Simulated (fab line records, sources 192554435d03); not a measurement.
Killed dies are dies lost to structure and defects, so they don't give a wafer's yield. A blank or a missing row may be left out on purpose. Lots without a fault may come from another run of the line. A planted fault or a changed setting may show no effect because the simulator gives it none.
Which tool did it? | flow n5_finfet | 11 lots, 33 wafers sampled, at 3 steps of a route of 1938

WHAT THE GAUGES READ, wafer by wafer
N5_STI_FIN_REVEAL_CD_MEAS_22: target cd 6.238 nm, pitch 28 nm.
lot  | measured    | on        | cd_nm (nm)
L076 | day 3 06:55 | cd_sem-01 | 6.98 6.42 6.28
L078 | day 3 13:05 | cd_sem-03 | 6.65 5.68 6.22
L080 | day 4 00:22 | cd_sem-01 | 6.60 6.54 6.09
L083 | day 4 18:56 | cd_sem-02 | 6.18 6.50 7.26
L085 | day 5 11:14 | cd_sem-02 | 5.92 6.28 6.54
L087 | day 5 21:25 | cd_sem-03 | 6.50 6.10 6.82
L089 | day 6 07:22 | cd_sem-01 | 6.50 6.03 6.23
L091 | day 6 19:13 | cd_sem-02 | 6.30 6.14 5.77
L093 | day 7 08:31 | cd_sem-01 | 5.91 6.24 6.09
L095 | day 7 21:23 | cd_sem-02 | 6.51 6.79 5.87
L097 | day 8 08:05 | cd_sem-01 | 6.06 6.11 6.55

WHICH TOOL RAN EACH LOT (tool, then ch and the chambers of the sampled wafers, then the start)
lot  | N5_FIN_CUT_PRECLEAN_35            | N5_STI_FIN_REVEAL_ETCHBACK_08
L076 | vapor_etch-02 ch 0,1, day 2 21:58 | rie_diel-01 ch 0,2,3, day 3 03:59
L078 | vapor_etch-02 ch 0,1, day 3 03:29 | rie_diel-01 ch 1,2, day 3 10:09
L080 | vapor_etch-02 ch 0,1, day 3 15:23 | rie_diel-01 ch 1,2, day 3 21:25
L083 | vapor_etch-01 ch 1, day 4 09:35   | rie_diel-02 ch 1,2,3, day 4 16:01
L085 | vapor_etch-02 ch 0,1, day 5 01:31 | rie_diel-06 ch 1,2, day 5 08:13
L087 | vapor_etch-02 ch 0,1, day 5 12:26 | rie_diel-02 ch 0,1, day 5 18:28
L089 | vapor_etch-02 ch 0,1, day 5 22:15 | rie_diel-06 ch 0,2,3, day 6 04:27
L091 | vapor_etch-01 ch 0,1, day 6 09:50 | rie_diel-02 ch 0,1, day 6 16:14
L093 | vapor_etch-02 ch 0,1, day 6 23:02 | rie_diel-06 ch 0,1,2, day 7 05:33
L095 | vapor_etch-01 ch 0,1, day 7 11:53 | rie_diel-06 ch 0,1, day 7 18:26
L097 | vapor_etch-01 ch 0,1, day 7 22:53 | rie_diel-01 ch 0,2, day 8 05:09
- N5_FIN_CUT_PRECLEAN_35: cleans in vHF, time 13.3 s.
- N5_STI_FIN_REVEAL_ETCHBACK_08: etches SiO2 in C4F6/O2, target depth 30.5 nm, time 10.167 s.

THE ANSWER, worked out from the rows above alone
Rule: what is usual is taken from the lots themselves. Put in order of their means at a reading, lots are off if they are a third of the lots or fewer, leave a main group of 4 or more, and stand apart from it by a gap of 3 or more times the standard deviation of the main group's means; of several such gaps the widest counts. A main group whose means are all the same, to the digits that the tables above print for the reading, isn't used. A lot without any number at a reading at which 4 lots or more have one is off too. The other lots that the step has rows for count as sound.
No lot is off at any reading shown: from this, nothing can be told.

WHAT THE SIMULATOR HAD PUT IN
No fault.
